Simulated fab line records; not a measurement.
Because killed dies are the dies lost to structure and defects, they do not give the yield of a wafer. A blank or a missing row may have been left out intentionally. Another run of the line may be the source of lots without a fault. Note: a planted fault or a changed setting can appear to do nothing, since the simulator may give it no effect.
Struck lot and sound lot, side by side    flow nand_harc    14 steps out of a route of 1302
Sound: the wafers L908.1, L908.2, L908.6. Struck: wafers L919.2, L919.4, L919.6. The cause comes at the end.
Each step with rows lists, per side, the tool, then ch with its chambers, then its first start. Under that, the readings that differ: sound wafers    struck wafers    difference of the means    sigmas: that difference in standard deviations of wafers without a fault.
alike: same words and numbers on both sides, and readings whose means sit less than 2 such deviations apart. not compared: any withheld reading, any reading some wafer has no value for, any bound like >300 that may hide the same value, and any number with overlapping values for which the record gives no deviation.
A row with sigmas, a row that says differs or no value, or rows on one side alone: a step with any of these is where the two part. When numbers do not overlap yet have no deviation, they are printed without sigmas and do not part them. Lack of a reading on every wafer of one side parts them only where that side has two or more wafers.

first, 1 step without rows for these wafers: NHARC_A_CHANNEL_HOLE_D2_SRD_30.
NHARC_A_CHANNEL_HOLE_D2_CD_MEAS_31:
  sound on cd_sem-02, day 15 09:23; struck on cd_sem-03, day 20 04:46
  alike: cd_nm
NHARC_A_CHANNEL_HOLE_D2_XSEM_32:
  sound on xsem-01 ch 0, day 15 09:28; struck on xsem-02 ch 0, day 20 04:51
  alike: bot_cd_nm, bow_nm, tilt_deg
NHARC_A_CHANNEL_HOLE_D2_INSPECT_40:
  sound on defect_inspect-01, day 15 09:34; struck on defect_inspect-01, day 20 04:57
  alike: raw_defect_count
then, 2 steps without rows for these wafers: NHARC_A_CHANNEL_FILL_D2_PRECLEAN_00 (cleans in SC1); NHARC_A_CHANNEL_FILL_D2_SRD_01.
NHARC_A_CHANNEL_FILL_D2_ALD_02: deposits SiO2, target thk 6 nm, pulse time 10 s, ald cycles 60.
  sound on ald_hk-04 ch 0,3, day 15 09:46; struck on ald_hk-01 ch 0,2, day 20 05:13
  alike: heater_power_w, precursor_pulse_height_rel
NHARC_A_CHANNEL_FILL_D2_ALD_03: deposits SiNx, target thk 6 nm, pulse time 60 s, ald cycles 58.
  sound on ald_sin_batch-01 ch 0; struck on ald_sin_batch-01 ch 0
  alike: chamber_pressure_Torr, precursor_pulse_height_rel
NHARC_A_CHANNEL_FILL_D2_ALD_14: deposits SiO2, target thk 2.5 nm, pulse time 10 s, ald cycles 25.
  sound on ald_hk-04 ch 1,2,3, day 15 16:53; struck on ald_hk-01 ch 0,3, day 20 12:11
  alike: heater_power_w, precursor_pulse_height_rel
then, 3 steps without rows for these wafers: NHARC_A_CHANNEL_FILL_D2_ALD_15 (deposits SiNx, target thk 2 nm, pulse time 60 s, ald cycles 19); NHARC_A_CHANNEL_FILL_D2_ALD_16 (deposits SiO2, target thk 1.5 nm, pulse time 10 s, ald cycles 15); NHARC_A_CHANNEL_FILL_D2_ANNEAL_17 (time 1800 s).
NHARC_A_CHANNEL_FILL_D2_CVD_18: deposits poly-Si, target thk 3 nm.
  sound on lpcvd_poly-04 ch 0, day 16 10:40; struck on lpcvd_poly-04, day 21 03:20
  no value came back on the struck wafers for spike_tc_bottom_C (C), spike_tc_centre_C (C), spike_tc_upper_C (C), zone_power_centre_pct (%); on the sound wafers spike_tc_bottom_C (C) reads 569.5 568.5 569.3
NHARC_A_CHANNEL_FILL_D2_ETCHBACK_19: etches the open film in HBr/Cl2, target depth 5 nm, time 1.7 s.
  sound on rie_si-05 ch 1,2,3, day 16 12:47; struck on rie_si-01 ch 1,2, day 21 05:26
  alike: drypump_motor_current_A, he_backside_leak_sccm, oes_product_au, throttle_valve_pct
  not compared: rf_hours_counter_h

## WHERE THEY PART
Only at NHARC_A_CHANNEL_FILL_D2_CVD_18, within this record. Later steps at which nothing parts them and some readings are alike: NHARC_A_CHANNEL_FILL_D2_ETCHBACK_19.

WHY: what the simulator had put in
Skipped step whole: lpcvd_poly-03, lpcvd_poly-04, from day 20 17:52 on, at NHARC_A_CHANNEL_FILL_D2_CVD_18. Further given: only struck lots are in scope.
